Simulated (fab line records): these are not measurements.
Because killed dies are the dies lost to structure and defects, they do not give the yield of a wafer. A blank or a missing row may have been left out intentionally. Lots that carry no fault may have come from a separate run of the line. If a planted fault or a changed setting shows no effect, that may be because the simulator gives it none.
Which tool did it? -- flow nandHarc -- 11 lots, 33 wafers sampled, at 5 steps of a route of 1159

WHAT THE GAUGES READ, wafer by wafer
NHARC_END_SORT_01.
lot,measured,on,killedAtArray
L517,day 21 17:27,prober-01,354 24 374
L520,day 22 16:23,prober-01,27
L519,day 22 13:55,prober-02,17 15 20

EACH LOT AND THE TOOL THAT RAN IT (in order: tool; ch and the chambers of the sampled wafers; start)
lot,NHARC_A_STAIRCASE_TRIM_14,NHARC_A_STAIRCASE_TRIM_16,NHARC_A_STAIRCASE_TRIM_18,NHARC_A_STAIRCASE_ETCH_21
L508,"rieDiel-10 ch 0,2, day 11 11:00 or earlier","rieDiel-10 ch 1,2, day 11 11:00 or earlier","rieDiel-10 ch 0,1,3, day 11 11:00","rieDiel-01 ch 1,2,3, no start"
L512,"rieDiel-10 ch 0,2,3, day 11 18:08 or earlier","rieDiel-10 ch 0,2, day 11 18:08 or earlier","rieDiel-10 ch 0,1,3, day 11 18:08","rieDiel-12 ch 0,1,3, no start"
L510,"rieDiel-12 ch 2,3, day 11 19:01 or earlier","rieDiel-12 ch 0,1,3, day 11 19:01 or earlier","rieDiel-12 ch 1,2,3, day 11 19:01","rieDiel-01 ch 0,2,3, no start"
L511,"rieDiel-12 ch 1,2,3, day 11 21:55 or earlier","rieDiel-12 ch 0,3, day 11 21:55 or earlier","rieDiel-12 ch 1,2,3, day 11 21:55","rieDiel-10 ch 0,2, no start"
L513,"rieDiel-12 ch 0,1,2, day 11 22:12 or earlier","rieDiel-12 ch 2,3, day 11 22:12 or earlier","rieDiel-12 ch 0,3, day 11 22:12","rieDiel-10 ch 1,2, no start"
L514,"rieDiel-12 ch 1,3, day 12 11:47 or earlier","rieDiel-12 ch 0,2,3, day 12 11:47 or earlier","rieDiel-12 ch 0,1,2, day 12 11:47","rieDiel-10 ch 0,2,3, no start"
L517,"rieDiel-12 ch 0,1,2, day 13 13:52 or earlier","rieDiel-12 ch 1,2, day 13 13:52 or earlier","rieDiel-12 ch 1,2, day 13 13:52","rieDiel-12 ch 0,2,3, day 21 17:27 or earlier"
L520,"rieDiel-01 ch 0,2,3, day 13 23:37 or earlier","rieDiel-01 ch 1,2,3, day 13 23:37 or earlier","rieDiel-01 ch 1,3, day 13 23:37","rieDiel-12 ch 1,2,3, day 22 16:23 or earlier"
L519,"rieDiel-01 ch 1,3, day 13 23:41 or earlier","rieDiel-01 ch 1,2, day 13 23:41 or earlier","rieDiel-01 ch 0,2, day 13 23:41","rieDiel-10 ch 0,3, day 22 13:55 or earlier"
L527,"rieDiel-01 ch 1,2,3, day 15 18:55 or earlier","rieDiel-01 ch 0,1,3, day 15 18:55 or earlier","rieDiel-01 ch 2,3, day 15 18:55","rieDiel-12 ch 1,3, no start"
L529,"rieDiel-01 ch 1,2,3, day 15 19:05 or earlier","rieDiel-01 ch 1,2,3, day 15 19:05 or earlier","rieDiel-01 ch 1,2,3, day 15 19:05","rieDiel-01 ch 0,1,2, no start"
- NHARC_A_STAIRCASE_TRIM_14: chemistry O2, time 211.2 s.
- NHARC_A_STAIRCASE_TRIM_16: chemistry O2, time 211.2 s.
- NHARC_A_STAIRCASE_TRIM_18: chemistry O2, time 211.2 s.
- NHARC_A_STAIRCASE_ETCH_21: etches the open film in C4F8/O2, target depth 100 nm, time 40.5 s.

THE ANSWER, worked out from the rows above alone
Rule: the usual values come from the lots themselves. The widest of any qualifying gaps counts: lots, ordered by their means at a reading, are off when they make up no more than a third of the lots, leave a main group of 4 or more, and stand apart from it by 3 or more times the standard deviation of that group's means. If all means in a main group match to the digits the tables above print for the reading, that group is not used. A lot without any number at a reading at which 4 lots or more have one is off too. The other lots that the step has rows for count as sound.
None of the lots is off at any reading shown; this tells nothing.

WHAT THE SIMULATOR PUT IN
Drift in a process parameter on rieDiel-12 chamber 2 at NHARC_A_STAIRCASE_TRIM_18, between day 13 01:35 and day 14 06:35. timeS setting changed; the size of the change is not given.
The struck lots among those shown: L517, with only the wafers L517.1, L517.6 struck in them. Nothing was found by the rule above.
